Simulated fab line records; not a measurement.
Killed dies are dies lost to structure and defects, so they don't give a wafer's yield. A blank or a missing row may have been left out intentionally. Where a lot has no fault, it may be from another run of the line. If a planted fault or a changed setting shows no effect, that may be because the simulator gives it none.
fab line records / flow n5_finfet / part 2 of 2: steps 16 to 16 of 16
record lots=7 wafers=21 last_day=18
route steps=1938 shown GATE_CUT@493 BEOL_M4@1111 PASSIVATION@1936
lots that met no fault: taken from a fault-free run of the same line
start_h: hours from the record's opening day to when the first of the lot's shown wafers began / wait_h: time in hours since the lot's previous step / " repeats the value in the row above / L1.1+2: one row covering several wafers at once / - no value, or no start was given / * or withheld: withheld / < > ~ a bound
route shown NAME@n: a module of which the file shows steps, and the number in the route of the first / usual: the fault-free wafers' mean and standard deviation / same: alike in all rows / chamber/n: place in a boat / sites: each site's reading / _std_site: standard deviation of those values / _edge_site: mean of outer sites minus mean of inner sites / radius_mm: for every site, how far away it sits from the centre of the wafer / mask NAME#n: copy n / behind: the last tool/chamber to shape the wafer / hold: the reason the lot was held/the length of the hold in hours/how it ended / device: names the non-switching transistor (n, p or np) / end of line: the same wafers' tests at the end of the route / where a step has no rows: the recipe by itself / killed: dies lost to structure and defects at the first sort, not the wafer's yield / map: the dies of a wafer, with x for killed, . for not killed, _ for no die there
set.NAME: setting as actually run; set.NAME@STEP: the setting as run at that earlier step / model.NAME: the simulator's own value behind a step, which no gauge read
a table for each step, a row for each wafer; lots at some steps of the route
services: from which hour (start_h, from the record's first day; less than 0 if before it) a tool's chamber was out of use, for how many hours, and why
## steps
# step N5_PASSIVATION_PROBE_49
# usual defect_limited_yield=91.5/1.3 killed_at_M0_to_M3=36/10 killed_at_M4_up=13/4.7 killed_at_contacts=13/6.7 killed_at_front_end=37/9.7 killed_at_other=2.6/2.3 killed_dies=101/15 killed_open=67/12 killed_short=32/6.7 sort_bin_4_leakage=0.0/0.31 sort_bin_5_function=5.0/0.89 sort_bin_6_memory=3.2/0.63 sort_n_pass=1079/16 sort_yield_pct=91.4/1.4
# same gross_dies=1180 killed_at_back_side=0 sort_bin_8_speed[%]=0
lot.wafer=L111.1 tool=prober-01 chamber=- start_h=293.98 wait_h=0.0 defect_limited_yield[%]=91.6 killed_at_M0_to_M3=38 killed_at_M4_up=14 killed_at_contacts=5 killed_at_front_end=42 killed_at_other=0 killed_dies=99 killed_open=62 killed_short=37 sort_bin_4_leakage[%]=0 sort_bin_5_function[%]=5.1 sort_bin_6_memory[%]=2.7 sort_n_pass=1081 sort_yield_pct[%]=91.6
lot.wafer=L111.2 tool=prober-01 chamber=- start_h=294.03 wait_h=0.1 defect_limited_yield[%]=90.4 killed_at_M0_to_M3=59 killed_at_M4_up=9 killed_at_contacts=10 killed_at_front_end=30 killed_at_other=5 killed_dies=113 killed_open=71 killed_short=42 sort_bin_4_leakage[%]=0 sort_bin_5_function[%]=5.9 sort_bin_6_memory[%]=3.5 sort_n_pass=1067 sort_yield_pct[%]=90.4
lot.wafer=L111.6 tool=prober-01 chamber=- start_h=294.23 wait_h=0.3 defect_limited_yield[%]=90.8 killed_at_M0_to_M3=43 killed_at_M4_up=13 killed_at_contacts=8 killed_at_front_end=40 killed_at_other=5 killed_dies=109 killed_open=79 killed_short=30 sort_bin_4_leakage[%]=0 sort_bin_5_function[%]=5.3 sort_bin_6_memory[%]=3.3 sort_n_pass=1071 sort_yield_pct[%]=90.8
lot.wafer=L118.1 tool=prober-02 chamber=- start_h=343.00 wait_h=0.0 defect_limited_yield[%]=91.7 killed_at_M0_to_M3=29 killed_at_M4_up=12 killed_at_contacts=20 killed_at_front_end=36 killed_at_other=1 killed_dies=98 killed_open=69 killed_short=29 sort_bin_4_leakage[%]=0 sort_bin_5_function[%]=4.4 sort_bin_6_memory[%]=3.2 sort_n_pass=1082 sort_yield_pct[%]=91.7
lot.wafer=L118.2 tool=prober-02 chamber=- start_h=343.05 wait_h=0.1 defect_limited_yield[%]=91.6 killed_at_M0_to_M3=42 killed_at_M4_up=20 killed_at_contacts=9 killed_at_front_end=28 killed_at_other=0 killed_dies=99 killed_open=67 killed_short=31 sort_bin_4_leakage[%]=0 sort_bin_5_function[%]=4.4 sort_bin_6_memory[%]=3.8 sort_n_pass=1081 sort_yield_pct[%]=91.6
lot.wafer=L118.5 tool=prober-02 chamber=- start_h=343.20 wait_h=0.2 defect_limited_yield[%]=90.4 killed_at_M0_to_M3=53 killed_at_M4_up=15 killed_at_contacts=15 killed_at_front_end=26 killed_at_other=4 killed_dies=113 killed_open=82 killed_short=31 sort_bin_4_leakage[%]=0 sort_bin_5_function[%]=6.3 sort_bin_6_memory[%]=3.2 sort_n_pass=1067 sort_yield_pct[%]=90.4
lot.wafer=L119.2 tool=prober-02 chamber=- start_h=349.44 wait_h=0.1 defect_limited_yield[%]=89.7 killed_at_M0_to_M3=48 killed_at_M4_up=16 killed_at_contacts=23 killed_at_front_end=34 killed_at_other=0 killed_dies=121 killed_open=82 killed_short=37 sort_bin_4_leakage[%]=0 sort_bin_5_function[%]=6.0 sort_bin_6_memory[%]=3.8 sort_n_pass=1059 sort_yield_pct[%]=89.7
lot.wafer=L119.4 tool=prober-02 chamber=- start_h=349.54 wait_h=0.2 defect_limited_yield[%]=91.5 killed_at_M0_to_M3=34 killed_at_M4_up=21 killed_at_contacts=15 killed_at_front_end=28 killed_at_other=2 killed_dies=100 killed_open=68 killed_short=30 sort_bin_4_leakage[%]=0 sort_bin_5_function[%]=4.0 sort_bin_6_memory[%]=4.1 sort_n_pass=1080 sort_yield_pct[%]=91.5
lot.wafer=L119.6 tool=prober-02 chamber=- start_h=349.64 wait_h=0.3 defect_limited_yield[%]=90.0 killed_at_M0_to_M3=34 killed_at_M4_up=22 killed_at_contacts=17 killed_at_front_end=44 killed_at_other=1 killed_dies=118 killed_open=71 killed_short=31 sort_bin_4_leakage[%]=0 sort_bin_5_function[%]=5.5 sort_bin_6_memory[%]=3.1 sort_n_pass=1062 sort_yield_pct[%]=90.0
lot.wafer=L120.3 tool=prober-01 chamber=- start_h=364.15 wait_h=0.1 defect_limited_yield[%]=90.8 killed_at_M0_to_M3=45 killed_at_M4_up=11 killed_at_contacts=7 killed_at_front_end=42 killed_at_other=3 killed_dies=108 killed_open=71 killed_short=35 sort_bin_4_leakage[%]=0 sort_bin_5_function[%]=5.8 sort_bin_6_memory[%]=3.2 sort_n_pass=1072 sort_yield_pct[%]=90.8
lot.wafer=L120.4 tool=prober-01 chamber=- start_h=364.20 wait_h=0.2 defect_limited_yield[%]=90.8 killed_at_M0_to_M3=53 killed_at_M4_up=8 killed_at_contacts=13 killed_at_front_end=32 killed_at_other=3 killed_dies=109 killed_open=69 killed_short=38 sort_bin_4_leakage[%]=0 sort_bin_5_function[%]=5.9 sort_bin_6_memory[%]=3.1 sort_n_pass=1071 sort_yield_pct[%]=90.8
lot.wafer=L120.5 tool=prober-01 chamber=- start_h=364.25 wait_h=0.2 defect_limited_yield[%]=91.4 killed_at_M0_to_M3=30 killed_at_M4_up=12 killed_at_contacts=8 killed_at_front_end=48 killed_at_other=4 killed_dies=102 killed_open=62 killed_short=38 sort_bin_4_leakage[%]=0 sort_bin_5_function[%]=4.7 sort_bin_6_memory[%]=3.8 sort_n_pass=1078 sort_yield_pct[%]=91.4
lot.wafer=L121.2 tool=prober-02 chamber=- start_h=368.38 wait_h=0.1 defect_limited_yield[%]=92.4 killed_at_M0_to_M3=24 killed_at_M4_up=7 killed_at_contacts=10 killed_at_front_end=37 killed_at_other=12 killed_dies=90 killed_open=64 killed_short=25 sort_bin_4_leakage[%]=0 sort_bin_5_function[%]=4.1 sort_bin_6_memory[%]=3.4 sort_n_pass=1090 sort_yield_pct[%]=92.4
lot.wafer=L121.3 tool=prober-02 chamber=- start_h=368.43 wait_h=0.1 defect_limited_yield[%]=91.6 killed_at_M0_to_M3=37 killed_at_M4_up=10 killed_at_contacts=8 killed_at_front_end=38 killed_at_other=6 killed_dies=99 killed_open=63 killed_short=33 sort_bin_4_leakage[%]=0 sort_bin_5_function[%]=5.4 sort_bin_6_memory[%]=2.8 sort_n_pass=1081 sort_yield_pct[%]=91.6
lot.wafer=L121.4 tool=prober-02 chamber=- start_h=368.48 wait_h=0.2 defect_limited_yield[%]=93.1 killed_at_M0_to_M3=30 killed_at_M4_up=7 killed_at_contacts=4 killed_at_front_end=36 killed_at_other=4 killed_dies=81 killed_open=51 killed_short=27 sort_bin_4_leakage[%]=0 sort_bin_5_function[%]=4.2 sort_bin_6_memory[%]=2.5 sort_n_pass=1099 sort_yield_pct[%]=93.1
lot.wafer=L125.1 tool=prober-02 chamber=- start_h=397.98 wait_h=0.0 defect_limited_yield[%]=91.5 killed_at_M0_to_M3=26 killed_at_M4_up=8 killed_at_contacts=11 killed_at_front_end=54 killed_at_other=1 killed_dies=100 killed_open=72 killed_short=25 sort_bin_4_leakage[%]=0 sort_bin_5_function[%]=4.2 sort_bin_6_memory[%]=3.8 sort_n_pass=1080 sort_yield_pct[%]=91.5
lot.wafer=L125.4 tool=prober-02 chamber=- start_h=398.13 wait_h=0.2 defect_limited_yield[%]=91.9 killed_at_M0_to_M3=35 killed_at_M4_up=11 killed_at_contacts=9 killed_at_front_end=39 killed_at_other=2 killed_dies=96 killed_open=66 killed_short=27 sort_bin_4_leakage[%]=0 sort_bin_5_function[%]=5.4 sort_bin_6_memory[%]=2.2 sort_n_pass=1084 sort_yield_pct[%]=91.9
lot.wafer=L125.6 tool=prober-02 chamber=- start_h=398.23 wait_h=0.3 defect_limited_yield[%]=92.1 killed_at_M0_to_M3=39 killed_at_M4_up=9 killed_at_contacts=12 killed_at_front_end=33 killed_at_other=0 killed_dies=93 killed_open=68 killed_short=25 sort_bin_4_leakage[%]=0 sort_bin_5_function[%]=4.7 sort_bin_6_memory[%]=3.0 sort_n_pass=1087 sort_yield_pct[%]=92.1
lot.wafer=L130.3 tool=prober-02 chamber=- start_h=439.20 wait_h=0.1 defect_limited_yield[%]=91.4 killed_at_M0_to_M3=32 killed_at_M4_up=17 killed_at_contacts=22 killed_at_front_end=30 killed_at_other=1 killed_dies=102 killed_open=67 killed_short=30 sort_bin_4_leakage[%]=0 sort_bin_5_function[%]=5.3 sort_bin_6_memory[%]=3.1 sort_n_pass=1078 sort_yield_pct[%]=91.4
lot.wafer=L130.5 tool=prober-02 chamber=- start_h=439.30 wait_h=0.2 defect_limited_yield[%]=91.5 killed_at_M0_to_M3=34 killed_at_M4_up=11 killed_at_contacts=16 killed_at_front_end=35 killed_at_other=4 killed_dies=100 killed_open=56 killed_short=43 sort_bin_4_leakage[%]=0.8 sort_bin_5_function[%]=5.2 sort_bin_6_memory[%]=3.0 sort_n_pass=1070 sort_yield_pct[%]=90.7
lot.wafer=L130.6 tool=prober-02 chamber=- start_h=439.35 wait_h=0.3 defect_limited_yield[%]=91.8 killed_at_M0_to_M3=27 killed_at_M4_up=10 killed_at_contacts=18 killed_at_front_end=39 killed_at_other=3 killed_dies=97 killed_open=71 killed_short=26 sort_bin_4_leakage[%]=0 sort_bin_5_function[%]=4.8 sort_bin_6_memory[%]=3.1 sort_n_pass=1083 sort_yield_pct[%]=91.8
# killed by level:class
L111.1 FIN_SAQP:geometric_particle:short=15 FIN_SAQP:geometric_particle:open=15 BEOL_M0_SAQP:geometric_particle:open=10 BEOL_M0_SAQP:geometric_particle:short=9 BEOL_M4:geometric_particle:open=5 BEOL_M1:geometric_particle:short=5 STARTING-WAFER:geometric_particle:open=5 MOL_CONTACT_COAG:geometric_particle:open=4
L111.2 BEOL_M1:geometric_particle:open=11 BEOL_M3:geometric_particle:open=11 BEOL_M0_SAQP:geometric_particle:short=10 BEOL_M0_SAQP:geometric_particle:open=9 FIN_SAQP:geometric_particle:short=8 MOL_CONTACT_COAG:geometric_particle:open=8 BEOL_M1:geometric_particle:short=6 BEOL_M2:geometric_particle:open=6
L111.6 STI_FIN_REVEAL:geometric_particle:open=14 BEOL_M0_SAQP:geometric_particle:open=13 BEOL_M2:geometric_particle:open=9 MOL_CONTACT_COAG:geometric_particle:open=8 BEOL_M4:geometric_particle:open=8 BEOL_M0_SAQP:geometric_particle:short=6 BEOL_M3:geometric_particle:open=6 FIN_SAQP:geometric_particle:short=4
L118.1 MOL_CONTACT_COAG:geometric_particle:open=17 BEOL_M2:geometric_particle:open=15 FIN_SAQP:geometric_particle:open=8 BEOL_M0_SAQP:geometric_particle:short=8 STI_FIN_REVEAL:geometric_particle:open=7 FIN_SAQP:geometric_particle:short=6 DUMMY_GATE:geometric_particle:open=4 BEOL_M5:geometric_particle:open=4
L118.2 BEOL_M4:geometric_particle:open=14 BEOL_M0_SAQP:geometric_particle:open=11 BEOL_M0_SAQP:geometric_particle:short=10 BEOL_M2:geometric_particle:open=8 MOL_CONTACT_COAG:geometric_particle:open=7 GATE_CUT:geometric_particle:short=6 FIN_SAQP:geometric_particle:open=5 FIN_SAQP:geometric_particle:short=5
L118.5 BEOL_M0_SAQP:geometric_particle:open=21 MOL_CONTACT_COAG:geometric_particle:open=14 BEOL_M0_SAQP:geometric_particle:short=10 BEOL_M2:geometric_particle:open=9 FIN_SAQP:geometric_particle:open=8 BEOL_M1:geometric_particle:open=8 BEOL_M2:geometric_particle:short=5 BEOL_M8:geometric_particle:open=4
L119.2 MOL_CONTACT_COAG:geometric_particle:open=17 STI_FIN_REVEAL:geometric_particle:open=14 BEOL_M0_SAQP:geometric_particle:short=12 BEOL_M0_SAQP:geometric_particle:open=11 BEOL_M4:geometric_particle:open=8 BEOL_M3:geometric_particle:open=8 MOL_CONTACT_COAG:geometric_particle:short=6 STI_FIN_REVEAL:geometric_particle:short=4
L119.4 MOL_CONTACT_COAG:geometric_particle:open=10 BEOL_M0_SAQP:geometric_particle:short=9 BEOL_M3:geometric_particle:open=9 STI_FIN_REVEAL:geometric_particle:open=8 BEOL_M4:geometric_particle:open=8 BEOL_M2:geometric_particle:open=6 DUMMY_GATE:geometric_particle:open=5 MOL_CONTACT_COAG:geometric_particle:short=4
L119.6 BEOL_M4:geometric_particle:open=16 MOL_CONTACT_COAG:geometric_particle:open=14 HKMG_FIN:area_etch=10 STI_FIN_REVEAL:geometric_particle:open=8 BEOL_M2:geometric_particle:open=7 BEOL_M2:geometric_particle:short=6 BEOL_M1:geometric_particle:open=5 BEOL_M0_SAQP:geometric_particle:open=4
L120.3 BEOL_M0_SAQP:geometric_particle:open=13 BEOL_M0_SAQP:geometric_particle:short=12 FIN_SAQP:geometric_particle:open=11 DUMMY_GATE:geometric_particle:open=8 MOL_CONTACT_COAG:geometric_particle:open=7 BEOL_M1:geometric_particle:open=7 FIN_SAQP:geometric_particle:short=6 GATE_CUT:geometric_particle:open=5
L120.4 BEOL_M0_SAQP:geometric_particle:open=20 BEOL_M0_SAQP:geometric_particle:short=13 MOL_CONTACT_COAG:geometric_particle:open=11 BEOL_M1:geometric_particle:open=7 BEOL_M2:geometric_particle:open=6 FIN_SAQP:geometric_particle:short=5 STI_FIN_REVEAL:geometric_particle:open=5 FIN_SAQP:geometric_particle:open=4
L120.5 FIN_SAQP:geometric_particle:open=10 BEOL_M0_SAQP:geometric_particle:short=9 BEOL_M4:geometric_particle:open=8 DUMMY_GATE:geometric_particle:open=7 STI_FIN_REVEAL:geometric_particle:open=6 BEOL_M0_SAQP:geometric_particle:open=6 BEOL_M1:geometric_particle:open=5 STARTING-WAFER:geometric_particle:open=5
L121.2 MOL_CONTACT_COAG:geometric_particle:open=9 FIN_SAQP:geometric_particle:short=7 BEOL_M3:geometric_particle:open=7 STI_FIN_REVEAL:geometric_particle:open=6 FIN_SAQP:geometric_particle:open=5 BEOL_M2:geometric_particle:open=5 DUMMY_GATE:geometric_particle:open=4 BEOL_M0_SAQP:geometric_particle:open=4
L121.3 BEOL_M3:geometric_particle:open=10 FIN_SAQP:geometric_particle:short=8 STI_FIN_REVEAL:geometric_particle:open=8 DUMMY_GATE:geometric_particle:open=7 BEOL_M1:geometric_particle:open=7 MOL_CONTACT_COAG:geometric_particle:open=6 DUMMY_GATE:geometric_particle:short=5 BEOL_M2:geometric_particle:open=5
L121.4 STI_FIN_REVEAL:geometric_particle:open=8 BEOL_M1:geometric_particle:open=8 FIN_SAQP:geometric_particle:short=6 DUMMY_GATE:geometric_particle:open=6 BEOL_M2:geometric_particle:open=6 BEOL_M3:geometric_particle:open=5 BEOL_M0_SAQP:geometric_particle:open=4 BEOL_M0_SAQP:geometric_particle:short=4
L125.1 FIN_SAQP:geometric_particle:open=24 MOL_CONTACT_COAG:geometric_particle:open=9 FIN_SAQP:geometric_particle:short=7 BEOL_M0:geometric_particle:open=6 BEOL_M1:geometric_particle:open=6 DUMMY_GATE:geometric_particle:open=5 BEOL_M0_SAQP:geometric_particle:short=5 STI_FIN_REVEAL:geometric_particle:open=4
L125.4 DUMMY_GATE:geometric_particle:open=11 MOL_CONTACT_COAG:geometric_particle:open=7 BEOL_M0_SAQP:geometric_particle:open=7 BEOL_M3:geometric_particle:open=7 FIN_SAQP:geometric_particle:open=6 BEOL_M0_SAQP:geometric_particle:short=6 BEOL_M1:geometric_particle:open=5 BEOL_M4:geometric_particle:open=5
L125.6 BEOL_M3:geometric_particle:open=10 MOL_CONTACT_COAG:geometric_particle:open=9 BEOL_M0:geometric_particle:open=8 STI_FIN_REVEAL:geometric_particle:open=7 BEOL_M1:geometric_particle:open=6 FIN_SAQP:geometric_particle:open=5 BEOL_M0_SAQP:geometric_particle:short=5 FIN_SAQP:geometric_particle:short=4
L130.3 MOL_CONTACT_COAG:geometric_particle:open=16 BEOL_M2:geometric_particle:open=9 STI_FIN_REVEAL:geometric_particle:open=7 GATE_CUT:geometric_particle:short=6 MOL_CONTACT_COAG:geometric_particle:short=6 BEOL_M1:geometric_particle:open=6 BEOL_M3:geometric_particle:open=6 BEOL_M4:geometric_particle:open=6
L130.5 MOL_CONTACT_COAG:geometric_particle:open=12 FIN_SAQP:geometric_particle:open=10 BEOL_M0_SAQP:geometric_particle:open=7 FIN_SAQP:geometric_particle:short=6 BEOL_M2:geometric_particle:open=6 BEOL_M0_SAQP:geometric_particle:short=6 BEOL_M1:geometric_particle:open=5 BEOL_M4:geometric_particle:open=5
L130.6 MOL_CONTACT_COAG:geometric_particle:open=17 STI_FIN_REVEAL:geometric_particle:open=8 BEOL_M1:geometric_particle:open=7 FIN_SAQP:geometric_particle:short=6 FIN_SAQP:geometric_particle:open=6 BEOL_M0_SAQP:geometric_particle:short=5 BEOL_M0_SAQP:geometric_particle:open=5 GATE_CUT:geometric_particle:open=4
## services
tool=rie_metal-01 chamber=0 start_h=90.98 hours=- kind=clean
tool=rie_metal-01 chamber=0 start_h=90.98 hours=19.3 kind=scheduled_down
tool=rie_metal-01 chamber=0 start_h=90.98 hours=19.3 kind=vent_cycle
tool=rie_diel-04 chamber=2 start_h=105.53 hours=3.5 kind=repair
tool=rie_diel-02 chamber=0 start_h=133.14 hours=- kind=clean
tool=rie_diel-02 chamber=0 start_h=133.14 hours=- kind=consumable_replace:focus_ring
tool=rie_diel-02 chamber=0 start_h=133.14 hours=16.0 kind=scheduled_down
tool=rie_diel-02 chamber=0 start_h=133.14 hours=16.0 kind=vent_cycle
tool=rie_diel-04 chamber=2 start_h=140.05 hours=19.5 kind=repair
tool=rie_metal-01 chamber=1 start_h=176.04 hours=4.8 kind=repair
tool=rie_diel-04 chamber=3 start_h=180.80 hours=1.6 kind=repair
tool=rie_metal-02 chamber=1 start_h=204.81 hours=- kind=clean
tool=rie_metal-02 chamber=1 start_h=204.81 hours=15.8 kind=scheduled_down
tool=rie_metal-02 chamber=1 start_h=204.81 hours=15.8 kind=vent_cycle
